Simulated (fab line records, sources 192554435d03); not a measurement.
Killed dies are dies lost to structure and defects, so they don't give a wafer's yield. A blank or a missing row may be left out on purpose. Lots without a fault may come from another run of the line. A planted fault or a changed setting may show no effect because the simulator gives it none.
Chamber matching | flow n5_finfet | N5_BEOL_M9_DESCUM_33 on rie_diel-05: 4 sister chambers
The step chemistry O2, time 7 s. 14 wafers are shown with their chamber, then 7 later ones without.

WAFERS WITH THEIR CHAMBER
wafer  | chamber | drypump_motor_current_A (A) | throttle_valve_pct (%) | showerhead_plenum_p_Torr (Torr)
L080.3 | 2       | 6.8                         | 20.11                  | 2.07
L080.4 | 1       | 5.7                         | 20.65                  | 1.97
L080.5 | 3       | 5.2                         | 20.50                  | 2.07
L084.4 | 3       | 5.2                         | 20.49                  | 2.07
L084.5 | 3       | 5.2                         | 20.50                  | 2.07
L084.6 | 0       | 5.9                         | 19.96                  | 2.13
L086.2 | 1       | 5.7                         | 20.65                  | 1.97
L086.3 | 2       | 6.7                         | 20.11                  | 2.07
L086.4 | 3       | 5.2                         | 20.51                  | 2.07
L090.1 | 2       | 6.8                         | 20.12                  | 2.07
L090.2 | 0       | 5.9                         | 19.99                  | 2.13
L090.4 | 3       | 5.2                         | 20.51                  | 2.07
L089.2 | 1       | 5.7                         | 20.66                  | 1.96
L089.4 | 2       | 6.8                         | 20.12                  | 2.06

SIGNATURES (means of the wafers above)
reading                  | chamber 0 | chamber 1 | chamber 2 | chamber 3 | scatter within a chamber
drypump_motor_current_A  | 5.900     | 5.700     | 6.775     | 5.200     | 0.0274
throttle_valve_pct       | 19.9750   | 20.6533   | 20.1150   | 20.5020   | 0.00947
showerhead_plenum_p_Torr | 2.1300    | 1.9667    | 2.0675    | 2.0700    | 0.00376
Rule: a wafer's distance from a chamber is the root of the sum, over the readings, of the square of ((its reading less the chamber's mean) divided by the reading's scatter). The wafer belongs to the nearest chamber; if the next one is less than 2 further off, it can't be placed. The scatter: the root of (the sum of the squares of (reading less its chamber's mean) over the shown wafers, divided by (wafers less chambers)).

WAFERS WITHOUT THEIR CHAMBER
wafer  | drypump_motor_current_A (A) | throttle_valve_pct (%) | showerhead_plenum_p_Torr (Torr)
L089.5 | 5.2                         | 20.53                  | 2.06
L097.2 | 5.9                         | 20.03                  | 2.12
L097.4 | 5.2                         | 20.21                  | 2.06
L097.6 | 5.9                         | 20.01                  | 2.12
L096.2 | 5.9                         | 20.02                  | 2.12
L096.3 | 5.2                         | 20.21                  | 2.06
L096.5 | 5.7                         | 20.67                  | 1.96

WHICH CHAMBER EACH WENT THROUGH
wafer  | from the rows above | in truth
L089.5 | 3                   | 3
L097.2 | 0                   | 0
L097.4 | 3                   | 3
L097.6 | 0                   | 0
L096.2 | 0                   | 0
L096.3 | 3                   | 3
L096.5 | 1                   | 1
Placed correctly: 7 of 7. Can't be placed from these rows: 0. Placed wrongly: 0.
